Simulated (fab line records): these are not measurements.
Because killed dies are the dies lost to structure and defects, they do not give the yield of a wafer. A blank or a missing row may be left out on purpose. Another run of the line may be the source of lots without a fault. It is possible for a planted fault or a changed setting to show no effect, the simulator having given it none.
What tool caused it? -- flow n5Finfet -- 9 lots, 26 wafers sampled, at 3 steps of a route of 1938

## WHAT THE GAUGES READ, wafer by wafer
N5_GATE_CUT_INSPECT_15: inspects for defects (brightfield). Usual: rawDefectCount reads 133 (standard deviation 39).
lot,measured,on,rawDefectCount,flag
L763,day 4 12:10,defectInspect-02,171 158 130,
L764,day 4 16:02,defectInspect-02,92 137 114,
L765,day 5 02:17,defectInspect-01,148 168 95,
L766,day 5 04:20,defectInspect-01,118 153 124,
L767,day 5 12:30,defectInspect-01,172 138 104,
L768,day 5 16:23,defectInspect-02,160 176,
L776,day 7 20:44,defectInspect-02,835 824 754,OFF
L777,day 7 22:09,defectInspect-01,812 799 772,OFF
L781,day 9 01:47,defectInspect-01,123 156 166,

## TOOL THAT RAN EACH LOT (tool first, then ch and the chambers of the sampled wafers, then the start)
lot,N5_GATE_CUT_PECVD_57,N5_GATE_CUT_HM_DEP_46
L763,"pecvd-02 ch 0,1,2, day 4 11:20","pecvd-01 ch 0,1, day 4 11:44"
L764,"pecvd-02 ch 0,1,2, day 4 14:53","pecvd-02 ch 0,1,2, day 4 15:29"
L765,"pecvd-03 ch 0,1, day 5 01:19","pecvd-01 ch 0,2, day 5 01:43"
L766,"pecvd-02 ch 0,2, day 5 03:29","pecvd-01 ch 0,2, day 5 03:53"
L767,"pecvd-03 ch 1,2, day 5 11:33","pecvd-01 ch 0,1, day 5 11:58"
L768,"pecvd-03 ch 0,2, day 5 15:26","pecvd-01 ch 0,2, day 5 15:51"
L776,"pecvd-03 ch 0,2, day 7 19:53","pecvd-01 ch 1,2, day 7 20:17"
L777,"pecvd-01 ch 1,2, day 7 21:12","pecvd-01 ch 0,1,2, day 7 21:36"
L781,"pecvd-01 ch 0,1, day 9 00:39","pecvd-02 ch 0,1,2, day 9 01:14"
- N5_GATE_CUT_PECVD_57: deposits SiNx from SiH4/NH3/N2, target thk 21 nm.
- N5_GATE_CUT_HM_DEP_46: deposits SiO2 from TEOS/O2, target thk 130 nm, time 26.6 s.

## WHAT THE TOOLS THEMSELVES READ (means of the sampled wafers that have a number; where no wafer has one, the mark that the record gives instead)
N5_GATE_CUT_PECVD_57. Usual: heaterPowerW 782 W, standard deviation 79; showerheadPlenumPTorr 5.131 Torr, standard deviation 0.025; susceptorTempC 399.99 C, standard deviation 0.24; throttleValvePct 40.6 %, standard deviation 2.9.
lot,tool,heaterPowerW (W),showerheadPlenumPTorr (Torr),susceptorTempC (C),throttleValvePct (%),flag
L763,pecvd-02,798,5.145,400.11,42.2,
L764,pecvd-02,787,5.134,399.98,42.3,
L765,pecvd-03,704,5.113,400.13,41.3,
L766,pecvd-02,784,5.142,400.04,43.8,
L767,pecvd-03,697,5.110,399.94,42.0,
L768,pecvd-03,695,5.152,399.85,38.1,
L776,pecvd-03,682,5.160,400.43,37.9,
L777,pecvd-01,790,5.139,399.95,37.9,
L781,pecvd-01,755,5.131,399.93,37.4,

N5_GATE_CUT_HM_DEP_46. Usual: heaterPowerW 566 W, standard deviation 78; showerheadPlenumPTorr 8.340 Torr, standard deviation 0.019; susceptorTempC 399.99 C, standard deviation 0.23; throttleValvePct 18.7 %, standard deviation 1.2.
lot,tool,heaterPowerW (W),showerheadPlenumPTorr (Torr),susceptorTempC (C),throttleValvePct (%),flag
L763,pecvd-01,636,8.334,399.67,17.8,
L764,pecvd-02,573,8.341,399.98,19.8,
L765,pecvd-01,580,8.325,400.16,18.1,
L766,pecvd-01,549,8.326,400.13,18.0,
L767,pecvd-01,640,8.322,400.04,17.8,
L768,pecvd-01,546,8.334,400.30,18.1,
L776,pecvd-01,564,8.347,399.90,18.2,
L777,pecvd-01,593,8.360,400.05,18.0,
L781,pecvd-02,623,8.348,399.89,19.8,

## THE ANSWER, worked out from the rows above alone
Rule: lot off if the mean of its wafers having a number is beyond 3 standard deviations from the usual mean. A lot without any number at a reading at which 4 lots or more have one is off too. Any other lot the step has rows for is counted as sound. The gauges are gone through in route order, then the tools' own readings, and for those a lot's mean is taken as printed above. The first step at which some lot is off is used, and at that step the reading that is off furthest; a lot without a number counts as furthest.
Off: L776, L777 (N5_GATE_CUT_INSPECT_15, rawDefectCount).
If a tool, at a process step before that reading, ran all the lots that are off and no sound lot after the first of them, it fits. Those tools and the gauges at N5_GATE_CUT_INSPECT_15 are tried in the same way. One fits: N5_GATE_CUT_HM_DEP_46 on pecvd-01. Its last sound lot is L768 (day 5 15:51), its first lot that is off L776 (day 7 20:17): a fault that began between those two fits.

## WHAT THE SIMULATOR HAD INSERTED
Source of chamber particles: pecvd-01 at N5_GATE_CUT_HM_DEP_46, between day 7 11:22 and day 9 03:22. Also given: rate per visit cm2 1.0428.
Shown lots that were struck: L776, L777. Same finding as the rule above.
